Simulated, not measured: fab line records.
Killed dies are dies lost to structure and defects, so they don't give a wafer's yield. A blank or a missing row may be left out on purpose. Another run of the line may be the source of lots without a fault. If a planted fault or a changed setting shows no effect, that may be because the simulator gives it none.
The tool behind it: which one? -- flow nand-harc -- Sampling: 6 lots, 18 wafers, 5 of 1159 route steps

== WHAT EACH GAUGE READ, for each wafer ==
NHARC_P_GATE_CD_MEAS_91: target cd 2000 nm.
lot,measured,on,cd-nm (nm)
L830,day 5 09:22,cd-sem-01,2000.1 2001.1 2000.2
L835,day 6 13:10,cd-sem-02,2001.2 2000.5 2002.4
L836,day 7 05:59,cd-sem-01,2001.3 1999.7 2001.1
L841,day 8 16:05,cd-sem-02,- - -
L850,day 10 16:25,cd-sem-01,1997.7 1996.4 1997.5
L852,day 11 02:52,cd-sem-03,1998.2 1998.4 1996.5

== WHICH TOOL RAN EACH LOT (tool, then ch and the chambers of the sampled wafers, then the start) ==
lot,NHARC_P_GATE_ETCHBACK_37,NHARC_P_GATE_DESCUM_48,NHARC_P_GATE_STRIP_76,NHARC_P_GATE_EXPOSE_88
L830,"rie-diel-09 ch 0,2,3, day 5 05:28 or earlier","rie-diel-02 ch 0,2,3, day 5 05:28","plasma-asher-02 ch 0,1, day 5 08:28","krf-scanner-01 ch 0, day 5 09:13"
L835,"rie-diel-09 ch 1,3, day 6 09:50 or earlier","rie-diel-09 ch 0,3, day 6 09:50","plasma-asher-02 ch 0,1, day 6 12:13","krf-scanner-01 ch 0, day 6 13:00"
L836,"rie-diel-07 ch 1,2, day 7 02:46 or earlier","rie-diel-09 ch 1,3, day 7 02:46","plasma-asher-02 ch 0,1, day 7 05:12","krf-scanner-04 ch 0, day 7 05:49"
L841,"rie-diel-07 ch 0,2,3, day 8 12:42 or earlier","rie-diel-02 ch 0,3, day 8 12:42","plasma-asher-01 ch 0,1, day 8 15:09","krf-scanner-02 ch 0, day 8 15:55"
L850,"rie-diel-09 ch 0,1,2, day 10 13:13 or earlier","rie-diel-02 ch 1,2,3, day 10 13:13","plasma-asher-01 ch 0,1, day 10 15:35","krf-scanner-04 ch 0, day 10 16:15"
L852,"rie-diel-09 ch 1,3, day 10 23:37 or earlier","rie-diel-02 ch 0,1,3, day 10 23:37","plasma-asher-01 ch 0,1, day 11 02:05","krf-scanner-01 ch 0, day 11 02:43"
- NHARC_P_GATE_ETCHBACK_37: etches the open film in CHF3/O2, target depth 34.5 nm, time 17.2 s.
- NHARC_P_GATE_DESCUM_48: chemistry O2, time 3 s.
- NHARC_P_GATE_STRIP_76: strips in O2.
- NHARC_P_GATE_EXPOSE_88: exposes mask P HVN, target cd 2000 nm.

== THE ANSWER, worked out from the rows above alone ==
Rule: the usual values come from the lots themselves. The widest of any qualifying gaps counts: lots, ordered by their means at a reading, are off when they make up no more than a third of the lots, leave a main group of 4 or more, and stand apart from it by 3 or more times the standard deviation of that group's means. A main group is skipped when, at the precision printed for the reading in the tables above, its means are all equal. Also off: a lot with no number at a reading for which 4 or more lots have one. Any other lot the step has rows for is counted as sound.
Off: L841 (NHARC_P_GATE_CD_MEAS_91, cd-nm). Without a number there: L841. Mean 1999.5 nm and standard deviation 1.7 in the main group.
If a tool, at a process step before that reading, ran all the lots that are off and no sound lot after the first of them, it fits. Gauges at NHARC_P_GATE_CD_MEAS_91: tried the same way as those tools. NHARC_P_GATE_ETCHBACK_37: start missing for some lots; hours and lot order therefore follow NHARC_P_GATE_DESCUM_48. Can't be told from this: 3 tools fit, rie-diel-07 at NHARC_P_GATE_ETCHBACK_37, krf-scanner-02 at NHARC_P_GATE_EXPOSE_88, cd-sem-02 at NHARC_P_GATE_CD_MEAS_91.

== WHAT WAS PUT IN BY THE SIMULATOR ==
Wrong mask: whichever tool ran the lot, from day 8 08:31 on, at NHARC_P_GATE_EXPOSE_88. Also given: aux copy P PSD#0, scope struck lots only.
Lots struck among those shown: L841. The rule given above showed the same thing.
